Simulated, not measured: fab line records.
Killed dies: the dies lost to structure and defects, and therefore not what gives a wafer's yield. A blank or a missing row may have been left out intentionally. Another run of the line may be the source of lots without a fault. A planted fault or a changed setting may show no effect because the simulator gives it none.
Lot-split experiment | flow n5-finfet | 21 wafers read from 7 lots, route of 1938 steps

== THE SPLIT ==
At N5_BEOL_M1_PECVD_72 (deposits SiO2 from TEOS/O2, target thk 16 nm, time 18 s), the setting time-s was moved away from the recipe's 18 s on 6 of the 21 wafers read, by -13.1% to +14.7%. All remaining wafers had this setting at the recipe value.

The reading comes from the split's own step.

== THE READING ==
SiO2_of_BEOL_M1_PECVD_72.thk-nm (the simulator's own value, which no gauge read), in nm, at N5_BEOL_M1_PECVD_72 (deposits SiO2 from TEOS/O2, target thk 16 nm, time 18 s). The file gives no usual value for it. Across the 15 wafers here that went through the recipe, the average is 16.1 nm and the standard deviation 0.14 nm.

wafer  | tool, chamber at the split | time-s as run, s | against the recipe | SiO2_of_BEOL_M1_PECVD_72.thk-nm, nm | against lot-mates on the recipe
L074.1 | pecvd-04, 2                | 20.15            | +11.9%             | 17.8                                | +1.7
L074.3 | pecvd-04, 1                | 18               | recipe             | 16.2                                | -
L074.6 | pecvd-04, 2                | 18               | recipe             | 16                                  | -
L078.1 | pecvd-03, 2                | 18.76            | +4.2%              | 16.6                                | +0.8
L078.2 | pecvd-03, 0                | 18               | recipe             | 15.8                                | -
L078.5 | pecvd-03, 2                | 18.76            | +4.2%              | 16.8                                | +1.0
L081.1 | pecvd-03, 2,1              | 18               | recipe             | 16                                  | -
L081.2 | pecvd-03, 2,1              | 18               | recipe             | 16                                  | -
L081.5 | pecvd-03, 1                | 18               | recipe             | 16.2                                | -
L088.1 | pecvd-03, 2                | 15.65            | -13.1%             | 14.2                                | -2.0
L088.3 | pecvd-03, 1                | 18               | recipe             | 16.2                                | -
L088.6 | pecvd-03, 1                | 18               | recipe             | 16.2                                | -
L090.1 | pecvd-03, 0                | 18               | recipe             | 15.8                                | -
L090.2 | pecvd-03, 2                | 18               | recipe             | 16.2                                | -
L090.3 | pecvd-03, 1                | 18               | recipe             | 16                                  | -
L096.1 | pecvd-01, 1                | 19.69            | +9.4%              | 17.4                                | +1.2
L096.2 | pecvd-01, 2,1              | 18               | recipe             | 16.2                                | -
L096.4 | pecvd-01, 2,1              | 18               | recipe             | 16.2                                | -
L097.1 | pecvd-01, 0                | 20.65            | +14.7%             | 18.2                                | +2.0
L097.5 | pecvd-01, 1,0              | 18               | recipe             | 16.2                                | -
L097.6 | pecvd-01, 1,0              | 18               | recipe             | 16.2                                | -
When a row names more than one chamber, that row covers several wafers, and the file does not tell which wafer ran in which chamber.

THE FIT
A straight line over all 21 wafers: SiO2_of_BEOL_M1_PECVD_72.thk-nm changes by +0.143 nm for each +1% of time-s; r = +0.99; the points scatter about the line by 0.13 nm.
The same after taking each lot's own level away (the mean of its wafers on the recipe; 21 wafers): +0.145 nm for each +1%; r = +0.99; scatter 0.14 nm.
On that fit, the largest move of time-s shifts the reading by 2.1 nm.
The lots' own levels span 15.80 to 16.20 nm, that is 2.8 times the standard deviation above.
Consequently the slope shifts little with the lot-to-lot level, the two slopes agreeing.
Check: for one of the wafers moved furthest among these (+14.7%), held out of the fit, the line's prediction against its lot-mates is +2.2 nm. It came out at +2 nm against them.

== FILE'S OWN FIT ==
SiO2_of_BEOL_M1_PECVD_72.thk-nm changes by +0.143 nm for each +1% of time-s, r = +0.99.
